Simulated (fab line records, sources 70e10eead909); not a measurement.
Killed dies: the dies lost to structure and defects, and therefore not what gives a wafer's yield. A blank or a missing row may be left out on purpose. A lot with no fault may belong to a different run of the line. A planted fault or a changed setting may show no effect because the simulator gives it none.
A struck lot beside a sound one | flow nand harc | 13 steps out of a route of 1302
Sound: these wafers, L542.1, L542.3, L542.4. Struck: wafer L546.2 (left out: L546.3, a lot-mate that was not struck); the cause follows at the end.
At each step with rows: each side's tool, then ch and its chambers, then its first start. Under that, the readings that differ: sound wafers | struck wafers | difference of the means | sigmas: that difference in standard deviations of wafers without a fault.
alike: a reading whose means differ by less than 2 such deviations, as well as words and numbers matching on both sides. not compared: withheld readings; readings where some wafer has no value; bounds like >300 that might hide an equal value; numbers whose values overlap and for which the record gives no deviation.
The two part at a step that has a row with sigmas, a row that says differs or no value, or rows on one side only. Numbers that don't overlap but have no deviation are shown without sigmas and don't part them. A reading missing from all wafers of one side parts the sides only when that side holds two or more wafers.

first, 1 step without rows for these wafers: NHARC_A_WL_FILL_ANNEAL_08 (time 1800 s).
NHARC_A_WL_FILL_ALD_10: deposits SiO2, target thk 50 nm, pulse time 10 s, ald cycles 500.
  sound on ald hk-02 ch 0,1,2, day 22 04:58; struck on ald hk-01 ch 2, day 24 11:31
  reading               | sound       | struck | difference | sigmas
  heater power w (W)    | 472 460 529 | 420    | -67        | -2
  since wet clean h (h) | 149 147 148 | 81     | -67        |
  alike: precursor pulse height rel, susceptor temp C
  not compared: ald cycles
NHARC_A_WL_FILL_ETCHBACK_16: etches the open film in C4F8/O2/Ar, target depth 120 nm, time 24 s.
  sound: rie diel-12 ch 0,1,2; struck: rie diel-03 ch 3
  reading                | sound       | struck | difference | sigmas
  rf hours counter h (h) | 3.0 2.9 2.2 | 2.1    | -0.6       |
  alike: oes product au, rf vpp V
then, 1 step without rows for these wafers: NHARC_A_WL_FILL_STRIP_29 (strips in O2, time 20 s).
NHARC_A_WL_FILL_ETCHBACK_17: etches the open film in Cl2/BCl3, target depth 4 nm, time 26.7 s.
  sound on rie metal-01 ch 0,1, day 22 12:44; struck on rie metal-02 ch 1, day 24 16:18
  reading                     | sound          | struck | difference | sigmas
  drypump motor current A (A) | 5.39 5.39 5.83 | 6.24   | +0.70      | +2
  alike: oes product au
  not compared: rf hours counter h
then, 3 steps without rows for these wafers: NHARC_A_WL_FILL_PRECLEAN_18 (cleans in dHF, time 30 s); NHARC_A_WL_FILL_SRD_21; NHARC_A_WL_FILL_CVD_23 (deposits poly-Si, target thk 40 nm, time 800 s).
NHARC_A_WL_FILL_ETCHBACK_26: etches the open film in HBr, target depth 52 nm, time 13.3 s.
  sound on rie si-02 ch 0,1,3, day 22 18:52; struck on rie si-04 ch 2, day 24 21:16
  alike: drypump motor current A, oes product au, throttle valve pct
  not compared: rf hours counter h
then, 2 steps without rows for these wafers: NHARC_A_WL_FILL_PRECLEAN_30 (cleans in dHF, time 10 s); NHARC_A_WL_FILL_SRD_14.
NHARC_A_WL_FILL_ALD_19: deposits TiN, target thk 2 nm, pulse time 3 s, ald cycles 100.
  sound on ald metal-02 ch 0,1,3, day 22 19:07; struck on ald metal-02 ch 0, day 24 21:32
  reading               | sound       | struck | difference | sigmas
  ald cycles            | 100 100 100 | 93     | -7         |
  since wet clean h (h) | 81 81 81    | 132    | +51        |
  alike: heater power w, precursor pulse height rel, susceptor temp C
NHARC_A_WL_FILL_CVD_20: deposits W, target thk 100 nm, time 74 s.
  sound: cvd w-01 ch 0,1; struck: cvd w-01 ch 0
  reading            | sound          | struck | difference | sigmas
  mfc h2 sccm (sccm) | 1597 1597 1597 | 1608   | +11        | +2
  alike: heater power w, susceptor temp C, throttle valve pct
  not compared: since wet clean h

== WHERE THEY PART ==
First at NHARC_A_WL_FILL_ALD_10; last, within this record, at NHARC_A_WL_FILL_CVD_20.

WHY: whatever the simulator had introduced
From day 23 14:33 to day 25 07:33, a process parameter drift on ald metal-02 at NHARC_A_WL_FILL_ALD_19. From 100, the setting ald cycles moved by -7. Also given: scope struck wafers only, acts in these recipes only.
